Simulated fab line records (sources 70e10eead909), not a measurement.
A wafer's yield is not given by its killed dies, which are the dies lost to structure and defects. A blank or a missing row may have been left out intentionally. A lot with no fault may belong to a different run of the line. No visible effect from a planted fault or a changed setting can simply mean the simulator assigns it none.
Tool commonality check | flow nand-harc | 42 wafers sampled across 14 lots

== REASON IT WAS OPENED ==
On 2 of the 14 lots, a flag is raised at NHARC_A_ONON_D2_THK_MEAS_24 on the reading thk-nm. Fault-free wafers read 999 nm, with a standard deviation of 12.
Rule: a lot is flagged in two cases, either no wafer of it has a number, or all its wafers with numbers fall more than 4 standard deviations from that mean. As for the other lots, they are considered sound.

lot  | measured     | on            | thk-nm (nm), wafer by wafer | flag
L376 | day 13 03:23 | film-metro-01 | 987 987 986                 |
L375 | day 13 03:23 | film-metro-02 | 988 987 988                 |
L377 | day 13 12:35 | film-metro-02 | 1013 1014 1013              |
L378 | day 14 02:44 | film-metro-02 | 1014 1013 1013              |
L379 | day 14 13:54 | film-metro-02 | 989 989 988                 |
L381 | day 15 08:28 | film-metro-01 | 984 984 986                 |
L383 | day 16 20:08 | film-metro-01 | 1002 1001 1002              |
L387 | day 18 05:34 | film-metro-02 | 617 616 617                 | FLAGGED
L389 | day 18 19:47 | film-metro-02 | 616 621 621                 | FLAGGED
L394 | day 20 16:04 | film-metro-01 | 1004 1006 1005              |
L395 | day 21 02:01 | film-metro-02 | 986 987 988                 |
L396 | day 21 19:52 | film-metro-01 | 997 997 997                 |
L397 | day 22 02:32 | film-metro-01 | 982 980 983                 |
L398 | day 22 15:05 | film-metro-02 | 1015 1016 1014              |
The numbers of the flagged lots are 618 nm on average: -381 nm against the usual, or -32 standard deviations.

== WHICH TOOL RAN EACH LOT ==
The record keeps 1 process step preceding the reading, out of 1302 steps on the route. Every cell lists first the tool, next ch and the chambers used by the sampled wafers, and last the start.
lot  | flag    | NHARC_A_ONON_D2_DEP_22
L376 |         | pecvd-onon-01 ch 0, day 13 02:56
L375 |         | pecvd-onon-02 ch 0, day 13 02:52
L377 |         | pecvd-onon-01 ch 0, day 13 12:05
L378 |         | pecvd-onon-02 ch 0, day 14 02:17
L379 |         | pecvd-onon-01 ch 0, day 14 13:27
L381 |         | pecvd-onon-02 ch 0, day 15 08:05
L383 |         | pecvd-onon-02 ch 0, day 16 19:36
L387 | FLAGGED | pecvd-onon-01 ch 0, day 18 05:06
L389 | FLAGGED | pecvd-onon-01 ch 0, day 18 19:26
L394 |         | pecvd-onon-04 ch 0, day 20 15:37
L395 |         | pecvd-onon-02 ch 0, day 21 01:31
L396 |         | pecvd-onon-02 ch 0, day 21 19:21
L397 |         | pecvd-onon-01 ch 0, day 22 02:01
L398 |         | pecvd-onon-01 ch 0, day 22 14:38
What these steps do:
- NHARC_A_ONON_D2_DEP_22: target thk 1000 nm.
- NHARC_A_ONON_D2_THK_MEAS_24: measures by ellipsometry.

== FLAGGED OVER TOTAL, TOOL BY TOOL (the gauges that took the reading come last) ==
step                        | tool          | lots run | flagged | share of the flagged lots | sound lots run after its first flagged lot
NHARC_A_ONON_D2_DEP_22      | pecvd-onon-01 | 7        | 2       | all                       | 2 (L397,L398)
NHARC_A_ONON_D2_DEP_22      | pecvd-onon-02 | 6        | 0       | none                      | -
NHARC_A_ONON_D2_DEP_22      | pecvd-onon-04 | 1        | 0       | none                      | -
NHARC_A_ONON_D2_THK_MEAS_24 | film-metro-01 | 6        | 0       | none                      | -
NHARC_A_ONON_D2_THK_MEAS_24 | film-metro-02 | 8        | 2       | all                       | 2 (L395,L398)

== THE TABLE: WHAT IT ALLOWS ==
Every flagged lot went through 2 rows of the table: pecvd-onon-01 at NHARC_A_ONON_D2_DEP_22 and film-metro-02 at NHARC_A_ONON_D2_THK_MEAS_24.
- pecvd-onon-01 at NHARC_A_ONON_D2_DEP_22: 2 of its 7 lots flagged. Lots that were sound ran on it after the first flagged one (L397, L398); a persistent fault on the entire tool would not allow that.
- film-metro-02 at NHARC_A_ONON_D2_THK_MEAS_24: 2 of its 8 lots flagged. Lots that were sound ran on it after the first flagged one (L395, L398); a persistent fault on the entire tool would not allow that.
There is no row in the table that ran each flagged lot and no sound lot after the first.

== WHAT HAD BEEN PUT IN BY THE SIMULATOR ==
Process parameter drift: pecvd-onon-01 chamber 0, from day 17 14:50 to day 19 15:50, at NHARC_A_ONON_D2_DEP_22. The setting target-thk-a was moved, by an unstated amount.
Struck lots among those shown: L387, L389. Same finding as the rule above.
